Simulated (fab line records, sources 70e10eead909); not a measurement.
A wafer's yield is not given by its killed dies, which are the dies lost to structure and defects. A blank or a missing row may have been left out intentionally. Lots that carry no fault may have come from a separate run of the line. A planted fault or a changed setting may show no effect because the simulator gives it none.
A lot that was struck, set against a sound lot :: flow nand harc :: 14 steps out of a route of 1159
Sound: the wafers L872.2, L872.5, L872.6. Struck: wafer L888.2 (left out: L888.3, a lot-mate that was not struck); the cause follows at the end.
Order at every step that has rows: each side's tool, ch and its chambers, its first start. Under that, the readings that differ: sound wafers :: struck wafers :: difference of the means :: sigmas: that difference in standard deviations of wafers without a fault.
alike: same words and numbers on both sides, and readings whose means sit less than 2 such deviations apart. not compared: any withheld reading, any reading some wafer has no value for, any bound like >300 that may hide the same value, and any number with overlapping values for which the record gives no deviation.
A row with sigmas, a row that says differs or no value, or rows on one side alone: a step with any of these is where the two part. Non-overlapping numbers with no deviation appear without sigmas and do not part them. Lack of a reading on every wafer of one side parts them only where that side has two or more wafers.

first, 8 steps without rows for these wafers: NHARC_A_BLC_COAT_02 (time 75 s); NHARC_A_BLC_COAT_03 (time 65 s); NHARC_A_BLC_COAT_04 (resist thk 90 nm); NHARC_A_BLC_SOFTBAKE_05 (time 55 s); NHARC_A_BLC_EBR_06; NHARC_A_BLC_EXPOSE_07 (exposes mask A BLC, target cd 100 nm); NHARC_A_BLC_PEB_08 (peb time 65 s); NHARC_A_BLC_DEVELOP_09 (develop time 35 s).
NHARC_A_BLC_CD_MEAS_10 targets a cd of 100 nm.
  sound on cd sem-01 ch 0, day 17 20:54; struck on cd sem-03 ch 0, day 22 18:08
  alike: cd nm
NHARC_A_BLC_OVL_MEAS_11:
  sound on overlay-02, day 17 21:00; struck on overlay-01, day 22 18:14
  alike: overlay x nm, overlay y nm
NHARC_A_BLC_INSPECT_12:
  sound on defect inspect-02, day 17 21:02; struck on defect inspect-02, day 22 18:16
reading: raw defect count
sound: 14 7 9
struck: 50
difference: +40
sigmas: +3
NHARC_A_BLC_DESCUM_15: chemistry O2, time 3 s.
  sound on rie diel-04 ch 2,3, day 17 21:06; struck on rie diel-04 ch 0, day 22 18:20
reading: drypump motor current A (A)
sound: 6.0 6.0 5.9
struck: 4.9
difference: -1.1
sigmas: -2
  alike: oes product au, rf vpp V, showerhead plenum p Torr, throttle valve pct
  not compared: rf hours counter h
NHARC_A_BLC_ETCH_16: etches the open film in CF4, target depth 39 nm, time 65 s.
  sound on rie diel-04 ch 0,1, day 17 21:11; struck on rie diel-04 ch 2, day 22 18:25
reading: oes product au (a.u.)
sound: 1.007 0.998 1.001
struck: 0.823
difference: -0.179
sigmas: -16
  alike: drypump motor current A, rf vpp V, showerhead plenum p Torr, throttle valve pct
  not compared: rf hours counter h
NHARC_A_BLC_ETCH_17: etches the open film in N2/H2, target depth 390 nm, time 609.38 s.
  sound on rie diel-04 ch 1,2; struck on rie diel-04 ch 3
reading: oes product au (a.u.)
sound: 0.989 0.999 0.988
struck: 1.022
difference: +0.030
sigmas: +3
  alike: drypump motor current A, rf vpp V, showerhead plenum p Torr, throttle valve pct
  not compared: rf hours counter h

== WHERE THEY PART ==
Earliest at NHARC_A_BLC_INSPECT_12; latest, in this record, at NHARC_A_BLC_ETCH_17.

WHY: what the simulator had put in
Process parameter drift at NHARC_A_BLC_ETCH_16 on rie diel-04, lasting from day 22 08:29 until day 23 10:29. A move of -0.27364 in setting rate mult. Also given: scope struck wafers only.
